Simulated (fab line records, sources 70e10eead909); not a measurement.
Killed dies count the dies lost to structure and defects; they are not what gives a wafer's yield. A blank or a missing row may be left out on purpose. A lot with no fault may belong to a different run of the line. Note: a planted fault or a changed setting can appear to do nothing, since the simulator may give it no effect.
Struck lot and sound lot, side by side | flow nand-harc | 13 out of 1302 route steps
Sound: these wafers, L509.1, L509.4, L509.5. Wafers L517.2, L517.3, L517.5 were the ones struck. At the end, the cause is stated.
At each step with rows: each side's tool, then ch and its chambers, then its first start. Under that, the readings that differ: sound wafers | struck wafers | difference of the means | sigmas: that difference in standard deviations of wafers without a fault.
alike: words and numbers the same on both sides, and readings whose means are apart by under 2 such deviations; not compared: readings that were withheld, readings missing a value for some wafer, numbers with overlapping values and no deviation given by the record, and bounds like >300 which may hide the same value.
Wherever a step has rows on one side only, a row that says differs or no value, or a row with sigmas, the two part there. Numbers that don't overlap but have no deviation are shown without sigmas and don't part them. A reading that every wafer of one side lacks parts them only if that side has two wafers or more.

first, 1 step without rows for these wafers: NHARC_A_CONTACT_SRD_22.
NHARC_A_CONTACT_INSPECT_23:
  sound on defect-inspect-01 at day 25 11:25; struck on defect-inspect-02 at day 28 02:14
  alike: raw-defect-count
then, 9 steps without rows for these wafers: NHARC_A_BLC_DEHYDRATE_00 (time 120 s); NHARC_A_BLC_HMDS_01 (time 30 s); NHARC_A_BLC_COAT_02 (time 75 s); NHARC_A_BLC_COAT_03 (time 65 s); NHARC_A_BLC_COAT_04 (resist thk 90 nm); NHARC_A_BLC_SOFTBAKE_05 (time 55 s); NHARC_A_BLC_EBR_06; NHARC_A_BLC_EXPOSE_07 (exposes mask A BLC, target cd 100 nm); NHARC_A_BLC_PEB_08 (peb time 65 s).
NHARC_A_BLC_DEVELOP_09: develop time 35 s.
  struck on litho-track-06, day 28 02:00; sound on litho-track-06 ch 0, day 25 11:00
  no value came back on the struck wafers for chill-plate-temp-C (C), develop-time-s (s); on the sound wafers chill-plate-temp-C (C) reads 23.25 23.28 23.14
NHARC_A_BLC_CD_MEAS_10: target cd 100 nm.
  sound on cd-sem-02 ch 0, day 25 11:47; struck on cd-sem-02 ch 0, day 28 02:45
  reading    | sound          | struck | difference                    | sigmas
  cd-nm (nm) | 99.9 99.8 99.9 | - - -  | no value on the struck wafers |

WHERE THEY PART
First at NHARC_A_BLC_DEVELOP_09; last, within this record, at NHARC_A_BLC_CD_MEAS_10.

WHY: what the simulator had put in
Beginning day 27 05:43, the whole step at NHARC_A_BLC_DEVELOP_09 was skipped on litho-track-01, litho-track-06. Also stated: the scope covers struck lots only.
